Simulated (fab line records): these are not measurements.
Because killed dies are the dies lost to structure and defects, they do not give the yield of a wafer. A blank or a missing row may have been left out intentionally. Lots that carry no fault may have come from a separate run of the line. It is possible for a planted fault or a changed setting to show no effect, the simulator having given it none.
One fault seen from 2 desks | flow n5Finfet | numbers are kept per desk, each desk with only its own; the story behind them comes last

## TOOL OWNER'S DESK, rieMetal-03
The tool's own readings at N5_PASSIVATION_ETCH_59 (etches TaN in Cl2/BCl3, target depth 65 nm, time 34.9 s): means of the sampled wafers that have a number, for each lot that ran on this tool. If a lot's mean is further than 4 standard deviations from the usual mean, the lot is out of limits and carries the mark OUT (the distance appears in the brackets).
Columns: A = chamberPressureMTorr at N5_PASSIVATION_ETCH_59, usual 10.001 mTorr; B = drypumpMotorCurrentA at N5_PASSIVATION_ETCH_59, usual 5.9 A; C = heBacksideLeakSccm at N5_PASSIVATION_ETCH_59, usual 3.5 sccm; D = oesProductAu at N5_PASSIVATION_ETCH_59, usual 0.83 a.u.; E = throttleValvePct at N5_PASSIVATION_ETCH_59, usual 21.1 %
lot  | first seen here | A      | B   | C   | D    | E
L836 | day 13 11:54    | 10.005 | 5.8 | 3.4 | 0.90 | 21.1
L833 | day 13 23:11    | 10.004 | 5.8 | 3.5 | 0.90 | 21.1
L837 | day 15 05:34    | 10.003 | 5.8 | 3.4 | 0.88 | 21.1
L843 | day 15 23:22    | 10.002 | 6.2 | 3.2 | 0.86 | 20.8
L844 | day 17 00:23    | 9.995  | 6.3 | 3.3 | 0.77 | 20.9
L845 | day 17 03:35    | 9.996  | 6.3 | 3.2 | 0.77 | 20.9
Result from this desk: across the 6 lots, nothing is out of limits.

## FROM THE METROLOGY DESK
Means of the sampled wafers that have a number, per lot and without regard to the tool the lot ran on: this is what the gauges read. If a lot's mean is further than 4 standard deviations from the usual mean, the lot is out of limits and carries the mark OUT (the distance appears in the brackets). Of its 10 readings 7 are shown: those that lie furthest out on some lot.
Columns: A = DIBL_N at N5_BEOL_M4_RC_MEAS_101, usual 36.8 mV/V; B = IOFF_N at N5_BEOL_M4_RC_MEAS_101, usual 0.17 nA/um; C = IOFF_P at N5_BEOL_M4_RC_MEAS_101, usual 0.22 nA/um; D = ION_N at N5_BEOL_M4_RC_MEAS_101, usual 675 uA/um; E = ION_P at N5_BEOL_M4_RC_MEAS_101, usual 463 uA/um; F = SS_P at N5_BEOL_M4_RC_MEAS_101, usual 73.4 mV/dec; G = VT_P at N5_BEOL_M4_RC_MEAS_101, usual -250 mV
lot  | first seen here | A    | B    | C    | D   | E   | F    | G
L831 | day 8 08:25     | 36.8 | 0.15 | 0.19 | 664 | 454 | 73.3 | -255
L832 | day 8 19:52     | 36.4 | 0.17 | 0.22 | 685 | 465 | 73.0 | -246
L833 | day 9 03:04     | 37.3 | 0.18 | 0.25 | 678 | 466 | 73.4 | -247
L836 | day 9 11:34     | 39.2 | 0.21 | 0.27 | 691 | 475 | 74.4 | -247
L837 | day 10 21:26    | 35.7 | 0.15 | 0.19 | 659 | 455 | 73.6 | -252
L843 | day 11 22:47    | 36.8 | 0.18 | 0.23 | 674 | 465 | 72.7 | -249
L844 | day 12 18:36    | 35.8 | 0.13 | 0.18 | 669 | 460 | 72.7 | -252
L845 | day 12 23:21    | 38.2 | 0.23 | 0.28 | 677 | 470 | 74.1 | -245
L853 | day 15 01:47    | 39.0 | 0.21 | 0.25 | 688 | 469 | 73.9 | -248
Result from this desk: across the 9 lots, nothing is out of limits.

## ALL TOGETHER
The desk of the tool owner found nothing out of limits.
Nothing out of limits was seen by the metrology desk.

## WHAT HAD BEEN PUT IN BY THE SIMULATOR
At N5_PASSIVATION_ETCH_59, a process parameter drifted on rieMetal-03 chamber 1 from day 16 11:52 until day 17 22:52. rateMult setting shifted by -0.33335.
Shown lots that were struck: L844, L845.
